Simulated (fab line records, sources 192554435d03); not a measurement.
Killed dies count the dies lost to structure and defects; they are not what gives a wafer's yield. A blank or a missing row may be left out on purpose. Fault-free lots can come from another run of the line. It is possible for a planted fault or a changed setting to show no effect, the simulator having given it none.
Matching of chambers / flow n5-finfet / N5_BEOL_M7_VIA_ETCH_34 on rie-diel-05: 4 sister chambers
The step etches SiCOH lowk in C4F6/O2, target depth 125.5 nm, time 50.5 s. 4 wafers are shown with their chamber, then 10 later ones without.

## WAFERS, EACH WITH ITS CHAMBER
wafer=L081.3; chamber=2; drypump-motor-current-A (A)=6.2
wafer=L085.3; chamber=3; drypump-motor-current-A (A)=6.4
wafer=L085.6; chamber=0; drypump-motor-current-A (A)=5.8
wafer=L089.4; chamber=1; drypump-motor-current-A (A)=5.4

## WAFERS MISSING THEIR CHAMBER
wafer=L089.5; drypump-motor-current-A (A)=6.3
wafer=L090.1; drypump-motor-current-A (A)=5.3
wafer=L090.4; drypump-motor-current-A (A)=6.2
wafer=L090.5; drypump-motor-current-A (A)=6.3
wafer=L092.1; drypump-motor-current-A (A)=5.3
wafer=L092.2; drypump-motor-current-A (A)=6.2
wafer=L092.5; drypump-motor-current-A (A)=6.4
wafer=L091.1; drypump-motor-current-A (A)=5.8
wafer=L091.4; drypump-motor-current-A (A)=5.4
wafer=L091.6; drypump-motor-current-A (A)=6.2

## CHAMBER TAKEN BY EACH
wafer=L089.5; from the rows above=can't be placed: 2 or 3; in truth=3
wafer=L090.1; from the rows above=1; in truth=1
wafer=L090.4; from the rows above=2; in truth=2
wafer=L090.5; from the rows above=can't be placed: 2 or 3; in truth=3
wafer=L092.1; from the rows above=1; in truth=1
wafer=L092.2; from the rows above=2; in truth=2
wafer=L092.5; from the rows above=3; in truth=3
wafer=L091.1; from the rows above=0; in truth=0
wafer=L091.4; from the rows above=1; in truth=1
wafer=L091.6; from the rows above=2; in truth=2
Correct placement for 8 of the 10. These rows do not allow placing 2 (true chamber among the candidates in 2). Wrongly placed: 0.
How it was worked out, from the rows above alone: a wafer's distance from a chamber is the root of the sum, over the readings, of the square of ((its reading less the chamber's mean) divided by the reading's scatter). If the next closest chamber is less than 2 further off than the closest, the wafer can't be placed; otherwise it belongs to the closest. A chamber's mean is the mean of its shown wafers. The scatter: with one shown wafer a chamber, the root of the mean of the squares of how far each hidden wafer lies from its nearest shown one.
